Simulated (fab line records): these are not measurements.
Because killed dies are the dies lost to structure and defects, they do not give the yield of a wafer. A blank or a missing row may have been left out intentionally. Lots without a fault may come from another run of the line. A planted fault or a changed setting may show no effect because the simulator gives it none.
8D (eight disciplines) problem report, filled in by code + flow nand harc + the parts of the form that need people (team, actions taken, sign-off) are left out

## 1. WHAT IS WRONG
Mean of raw defect count at NHARC_THIN_TSV_INSPECT_40: 1065 across 6 wafers in 2 lots; on wafers with no fault it is 551 (standard deviation 97). Measured from the usual mean, that is +5.3 standard deviations.
The first sign was on wafer L501.2 at day 33 02:07, on defect inspect-02. Wafers with a number at this step in the record: 36, from 12 lots. By rule, "out" or "out of limits" means more than 4 standard deviations away from the usual mean. All remaining wafers that have a number are taken as sound.

## 2. WHAT IT IS; WHAT IT IS NOT
| question                    | is                                   | is not                                                     |
|-----------------------------|--------------------------------------|------------------------------------------------------------|
| which readings at this step | raw defect count                     | -                                                          |
| which lots                  | L500, L501                           | L479, L480, L481, L482, L486, L487, L489, L490, L492, L493 |
| which wafers of those lots  | all that have a number               | -                                                          |
| read on which gauges        | defect inspect-01, defect inspect-02 | -                                                          |
| when                        | from day 33 02:07                    | up to then (30 sound wafers)                               |

## 3. THE SUSPECTS, EACH WITH WHAT RULES IT OUT
Counting: any tool at a process step up to the reading is kept as a suspect provided that every lot that is out went through it and no sound lot did after the first of them.
- the gauge at NHARC_THIN_TSV_INSPECT_40 is ruled out. The wafers that are out were read on 2 gauges (defect inspect-01, defect inspect-02).
- wet bench-10 at NHARC_THIN_TSV_STRIP_57 (strips in post etch residue remover, time 1200 s): kept. Every lot that is out went through it, starting with L501 (day 32 21:11), and after that it ran no sound lot; the last sound lot it ran before then is L492 (day 29 01:03).
Left after counting: wet bench-10 at NHARC_THIN_TSV_STRIP_57.

## 4. THE CAUSE (what the simulator had put in)
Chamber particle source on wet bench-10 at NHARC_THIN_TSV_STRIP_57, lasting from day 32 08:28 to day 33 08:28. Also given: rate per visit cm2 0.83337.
The count eliminated every tool but this one.

## 5. SEQUENCE OF EFFECTS, ordered by route
Each row: a reading whose mean over the struck wafers that have a number lies more than 3 standard deviations from the usual. Only readings for which the record gives a usual standard deviation are gone through. hours: the time from each lot's start at the first step in this table that gives one to its start at this step, as a median over the lots. sigmas: the change in usual standard deviations.
| hours | step                      | reading          | usual | on struck wafers | change | sigmas |
|-------|---------------------------|------------------|-------|------------------|--------|--------|
| 0     | NHARC_THIN_TSV_INSPECT_40 | raw defect count | 551   | 1065             | +514   | +5.3   |
| 4     | NHARC_END_SORT_01         | killed at other  | 0.8   | 55.5             | +54.7  | +50    |

## 6. HOW IT WOULD HAVE BEEN CAUGHT EARLIER
18 hours passed between the start of the fault at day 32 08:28 and the first reading out of limits at a measuring or inspecting step in this record, taken at day 33 02:07.
By day 33 02:07 the whole set of lots that are out, 2 in number, had already begun NHARC_THIN_TSV_STRIP_57 on wet bench-10. Holding the tool at that point would not have protected any of them.
